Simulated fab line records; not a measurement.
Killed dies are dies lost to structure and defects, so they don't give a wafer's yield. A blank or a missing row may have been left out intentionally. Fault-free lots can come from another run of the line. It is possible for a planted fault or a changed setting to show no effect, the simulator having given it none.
Split-lot experiment / flow n5-finfet / 7 lots, 39 wafers read, on a route of 1938 steps

SPLIT DETAILS
At N5_BEOL_M14_ETCH_68 (etches SOC in N2/H2, time 450 s), the setting time-s was moved away from the recipe's 450 s on 15 of the 39 wafers read, by -42.9% to +33.4%. The other wafers ran this setting at the recipe's value.

Reading taken at the split's own step.

THE READING
SiARC_of_BEOL_M14_COAT_66.thk-nm (the simulator's own value, which no gauge read), in nm, at N5_BEOL_M14_ETCH_68 (etches SOC in N2/H2, time 450 s). No usual value for it is given in the file. Average 65.6 nm, standard deviation 0.88 nm, over the 24 wafers here run with the recipe.

wafer=L080.1; tool, chamber at the split=rie-diel-01, 3; time-s as run, s=450; against the recipe=recipe; SiARC_of_BEOL_M14_COAT_66.thk-nm, nm=67.2; against lot-mates on the recipe=-
wafer=L080.4; tool, chamber at the split=rie-diel-01, 3; time-s as run, s=450; against the recipe=recipe; SiARC_of_BEOL_M14_COAT_66.thk-nm, nm=67.2; against lot-mates on the recipe=-
wafer=L080.2; tool, chamber at the split=rie-diel-01, 0; time-s as run, s=450; against the recipe=recipe; SiARC_of_BEOL_M14_COAT_66.thk-nm, nm=66.6; against lot-mates on the recipe=-
wafer=L080.5; tool, chamber at the split=rie-diel-01, 0; time-s as run, s=450; against the recipe=recipe; SiARC_of_BEOL_M14_COAT_66.thk-nm, nm=66.6; against lot-mates on the recipe=-
wafer=L080.3; tool, chamber at the split=rie-diel-01, 2; time-s as run, s=450; against the recipe=recipe; SiARC_of_BEOL_M14_COAT_66.thk-nm, nm=64.8; against lot-mates on the recipe=-
wafer=L080.6; tool, chamber at the split=rie-diel-01, 2; time-s as run, s=450; against the recipe=recipe; SiARC_of_BEOL_M14_COAT_66.thk-nm, nm=64.8; against lot-mates on the recipe=-
wafer=L079.1; tool, chamber at the split=rie-diel-03, 0; time-s as run, s=544.3; against the recipe=+21.0%; SiARC_of_BEOL_M14_COAT_66.thk-nm, nm=57; against lot-mates on the recipe=-8.7
wafer=L079.2; tool, chamber at the split=rie-diel-03, 3; time-s as run, s=544.3; against the recipe=+21.0%; SiARC_of_BEOL_M14_COAT_66.thk-nm, nm=56.8; against lot-mates on the recipe=-8.9
wafer=L079.3; tool, chamber at the split=rie-diel-03, 2; time-s as run, s=450; against the recipe=recipe; SiARC_of_BEOL_M14_COAT_66.thk-nm, nm=65.4; against lot-mates on the recipe=-
wafer=L079.4; tool, chamber at the split=rie-diel-03, 1; time-s as run, s=450; against the recipe=recipe; SiARC_of_BEOL_M14_COAT_66.thk-nm, nm=66; against lot-mates on the recipe=-
wafer=L079.5; tool, chamber at the split=rie-diel-03, 3; time-s as run, s=450; against the recipe=recipe; SiARC_of_BEOL_M14_COAT_66.thk-nm, nm=65.6; against lot-mates on the recipe=-
wafer=L079.6; tool, chamber at the split=rie-diel-03, 2; time-s as run, s=544.3; against the recipe=+21.0%; SiARC_of_BEOL_M14_COAT_66.thk-nm, nm=56; against lot-mates on the recipe=-9.7
wafer=L081.1; tool, chamber at the split=rie-diel-03, 3; time-s as run, s=450; against the recipe=recipe; SiARC_of_BEOL_M14_COAT_66.thk-nm, nm=65; against lot-mates on the recipe=-
wafer=L081.2; tool, chamber at the split=rie-diel-03, 0; time-s as run, s=600.5; against the recipe=+33.4%; SiARC_of_BEOL_M14_COAT_66.thk-nm, nm=50; against lot-mates on the recipe=-14.8
wafer=L081.3; tool, chamber at the split=rie-diel-03, 2; time-s as run, s=450; against the recipe=recipe; SiARC_of_BEOL_M14_COAT_66.thk-nm, nm=64.6; against lot-mates on the recipe=-
wafer=L081.4; tool, chamber at the split=rie-diel-03, 1; time-s as run, s=600.5; against the recipe=+33.4%; SiARC_of_BEOL_M14_COAT_66.thk-nm, nm=50.8; against lot-mates on the recipe=-14.0
wafer=L081.5; tool, chamber at the split=rie-diel-03, 1; time-s as run, s=600.5; against the recipe=+33.4%; SiARC_of_BEOL_M14_COAT_66.thk-nm, nm=50.4; against lot-mates on the recipe=-14.4
wafer=L081.6; tool, chamber at the split=rie-diel-03, 2; time-s as run, s=450; against the recipe=recipe; SiARC_of_BEOL_M14_COAT_66.thk-nm, nm=64.8; against lot-mates on the recipe=-
wafer=L084.1; tool, chamber at the split=rie-diel-01, 1; time-s as run, s=286.1; against the recipe=-36.4%; SiARC_of_BEOL_M14_COAT_66.thk-nm, nm=81.2; against lot-mates on the recipe=+16.0
wafer=L084.2; tool, chamber at the split=rie-diel-01, 3; time-s as run, s=286.1; against the recipe=-36.4%; SiARC_of_BEOL_M14_COAT_66.thk-nm, nm=82.6; against lot-mates on the recipe=+17.4
wafer=L084.3; tool, chamber at the split=rie-diel-01, 0; time-s as run, s=450; against the recipe=recipe; SiARC_of_BEOL_M14_COAT_66.thk-nm, nm=65.4; against lot-mates on the recipe=-
wafer=L084.4; tool, chamber at the split=rie-diel-01, 2; time-s as run, s=286.1; against the recipe=-36.4%; SiARC_of_BEOL_M14_COAT_66.thk-nm, nm=81; against lot-mates on the recipe=+15.8
wafer=L084.5; tool, chamber at the split=rie-diel-01, 0; time-s as run, s=450; against the recipe=recipe; SiARC_of_BEOL_M14_COAT_66.thk-nm, nm=65.6; against lot-mates on the recipe=-
wafer=L084.6; tool, chamber at the split=rie-diel-01, 1; time-s as run, s=450; against the recipe=recipe; SiARC_of_BEOL_M14_COAT_66.thk-nm, nm=64.6; against lot-mates on the recipe=-
wafer=L089.1; tool, chamber at the split=rie-diel-01, 1; time-s as run, s=450; against the recipe=recipe; SiARC_of_BEOL_M14_COAT_66.thk-nm, nm=64; against lot-mates on the recipe=-
wafer=L089.2; tool, chamber at the split=rie-diel-01, 2; time-s as run, s=257; against the recipe=-42.9%; SiARC_of_BEOL_M14_COAT_66.thk-nm, nm=83.4; against lot-mates on the recipe=+18.2
wafer=L089.3; tool, chamber at the split=rie-diel-01, 0,3; time-s as run, s=450; against the recipe=recipe; SiARC_of_BEOL_M14_COAT_66.thk-nm, nm=65.8; against lot-mates on the recipe=-
wafer=L089.4; tool, chamber at the split=rie-diel-01, 0,3; time-s as run, s=450; against the recipe=recipe; SiARC_of_BEOL_M14_COAT_66.thk-nm, nm=65.8; against lot-mates on the recipe=-
wafer=L089.5; tool, chamber at the split=rie-diel-01, 1,2; time-s as run, s=257; against the recipe=-42.9%; SiARC_of_BEOL_M14_COAT_66.thk-nm, nm=83.8; against lot-mates on the recipe=+18.6
wafer=L089.6; tool, chamber at the split=rie-diel-01, 1,2; time-s as run, s=257; against the recipe=-42.9%; SiARC_of_BEOL_M14_COAT_66.thk-nm, nm=83.8; against lot-mates on the recipe=+18.6
wafer=L090.1; tool, chamber at the split=rie-diel-05, 2,1; time-s as run, s=450; against the recipe=recipe; SiARC_of_BEOL_M14_COAT_66.thk-nm, nm=64.6; against lot-mates on the recipe=-
wafer=L090.3; tool, chamber at the split=rie-diel-05, 2,1; time-s as run, s=450; against the recipe=recipe; SiARC_of_BEOL_M14_COAT_66.thk-nm, nm=64.6; against lot-mates on the recipe=-
wafer=L090.2; tool, chamber at the split=rie-diel-05, 0; time-s as run, s=450; against the recipe=recipe; SiARC_of_BEOL_M14_COAT_66.thk-nm, nm=66; against lot-mates on the recipe=-
wafer=L095.1; tool, chamber at the split=rie-diel-03, 2; time-s as run, s=371.7; against the recipe=-17.4%; SiARC_of_BEOL_M14_COAT_66.thk-nm, nm=73.6; against lot-mates on the recipe=+7.1
wafer=L095.5; tool, chamber at the split=rie-diel-03, 2; time-s as run, s=371.7; against the recipe=-17.4%; SiARC_of_BEOL_M14_COAT_66.thk-nm, nm=73.6; against lot-mates on the recipe=+7.1
wafer=L095.2; tool, chamber at the split=rie-diel-03, 3; time-s as run, s=371.7; against the recipe=-17.4%; SiARC_of_BEOL_M14_COAT_66.thk-nm, nm=74.2; against lot-mates on the recipe=+7.7
wafer=L095.3; tool, chamber at the split=rie-diel-03, 1; time-s as run, s=450; against the recipe=recipe; SiARC_of_BEOL_M14_COAT_66.thk-nm, nm=66.6; against lot-mates on the recipe=-
wafer=L095.4; tool, chamber at the split=rie-diel-03, 0,3; time-s as run, s=450; against the recipe=recipe; SiARC_of_BEOL_M14_COAT_66.thk-nm, nm=66.4; against lot-mates on the recipe=-
wafer=L095.6; tool, chamber at the split=rie-diel-03, 0,3; time-s as run, s=450; against the recipe=recipe; SiARC_of_BEOL_M14_COAT_66.thk-nm, nm=66.4; against lot-mates on the recipe=-
The file does not say which wafer passed through which chamber wherever a row lists several chambers: such a row stands for several wafers.

THE FIT
A straight line over all 39 wafers: SiARC_of_BEOL_M14_COAT_66.thk-nm changes by -0.437 nm for each +1% of time-s; r = -1.00; the points scatter about the line by 0.82 nm.
The same after taking each lot's own level away (the mean of its wafers on the recipe; 39 wafers): -0.435 nm for each +1%; r = -1.00; scatter 0.63 nm.
That fit puts the effect of the largest move of time-s on the reading at 19 nm.
Measured against the standard deviation above, the lots' own levels, which go from 64.80 to 66.47 nm, span 1.9 times it.
So the lot-to-lot level changes the slope little: the two slopes agree.
Check: +18.8 nm against its lot-mates is what the line predicts for one of the wafers moved furthest among these (-42.9%) when that wafer is left out of the fit. It came out at +18.2 nm against them.

THESE WAFERS: OTHER SPLITS
Before the reading, these wafers also passed through other splits. Each is held against what the fit with the lots' levels taken away leaves over:
other split on the same wafers=N5_BEOL_M12_ILD_DEP_00 time-s; wafers away from the commonest value=15; r with SiARC_of_BEOL_M14_COAT_66.thk-nm (lot level and that fit taken away)=+0.05

THE FILE'S OWN FIT
SiARC_of_BEOL_M14_COAT_66.thk-nm changes by -0.435 nm for each +1% of time-s, r = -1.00.
